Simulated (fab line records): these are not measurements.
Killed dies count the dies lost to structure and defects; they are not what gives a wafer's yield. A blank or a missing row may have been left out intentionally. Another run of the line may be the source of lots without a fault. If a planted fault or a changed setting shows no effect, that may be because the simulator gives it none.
One fault seen from 2 desks :: flow n5-finfet :: every desk sees just its own numbers, and what lay behind them comes last
Where a reading is given only as a bound, like >300, the bound stands for it, and a mean or a difference that rests on one is marked > or <: the true number lies beyond.

## FOR THE TOOL OWNER'S DESK: rie-metal-01
The tool's own readings at N5_MIM_TOP_ETCH_ETCH_00 (etches TiN in Cl2/BCl3, target depth 38.5 nm): means of the sampled wafers that have a number, for each lot that ran on this tool. A lot is out of limits, marked OUT, if its mean lies more than 4 standard deviations from the usual mean; the brackets give that distance.
Columns: A = drypump-motor-current-A at N5_MIM_TOP_ETCH_ETCH_00, usual 5.6 A; B = oes-product-au at N5_MIM_TOP_ETCH_ETCH_00, usual 0.80 a.u.; C = throttle-valve-pct at N5_MIM_TOP_ETCH_ETCH_00, usual 22.8 %
lot: L933
first seen here: day 12 10:50
A: 5.8
B: 0.82
C: 22.6

lot: L935
first seen here: day 13 16:46
A: 5.9
B: 0.82
C: 22.4

lot: L940
first seen here: day 15 04:56
A: 5.8
B: 0.81
C: 22.6

lot: L942
first seen here: day 15 09:38
A: 5.7
B: 0.82
C: 22.7
This desk found nothing out of limits on any of the 4 lots.

## THE DEFECT DESK
What the inspections along the route counted, lot by lot: means of the sampled wafers that have a number. A lot is out of limits, marked OUT, if its mean lies more than 4 standard deviations from the usual mean; the brackets give that distance.
Columns: A = raw-defect-count at N5_MIM_BOT_LITHO_INSPECT_12, usual 2.0
lot: L927
first seen here: day 11 02:53
A: 1.0

lot: L933
first seen here: day 12 11:27
A: 1.3

lot: L934
first seen here: day 13 02:17
A: 2.0

lot: L935
first seen here: day 13 17:34
A: 1.3

lot: L941
first seen here: day 15 05:30
A: 1.0

lot: L940
first seen here: day 15 05:40
A: >300 (+99 or more) OUT

lot: L942
first seen here: day 15 10:22
A: >300 (+99 or more) OUT

lot: L943
first seen here: day 15 22:50
A: 1.7

lot: L947
first seen here: day 16 17:50
A: 3.0
Finding of this desk: L940, L942 out of limits; the first was L940 at day 15 05:40, on raw-defect-count at N5_MIM_BOT_LITHO_INSPECT_12. In limits: L927, L933, L934, L935, L941, L943, L947.

## TAKEN TOGETHER
The defect desk could have raised an alarm at day 15 05:40, on L940, L942.
Nothing out of limits was seen by the tool owner's desk.
The tool owner's desk has L940, L942 on record, within its limits.
On rie-metal-01, each named lot ran N5_MIM_TOP_ETCH_ETCH_00.

## WHAT HAD BEEN PUT IN BY THE SIMULATOR
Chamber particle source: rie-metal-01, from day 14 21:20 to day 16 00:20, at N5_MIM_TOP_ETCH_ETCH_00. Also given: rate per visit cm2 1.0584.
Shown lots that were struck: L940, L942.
Hours from the fault's start to each desk's first reading out of limits: the defect desk, 8.
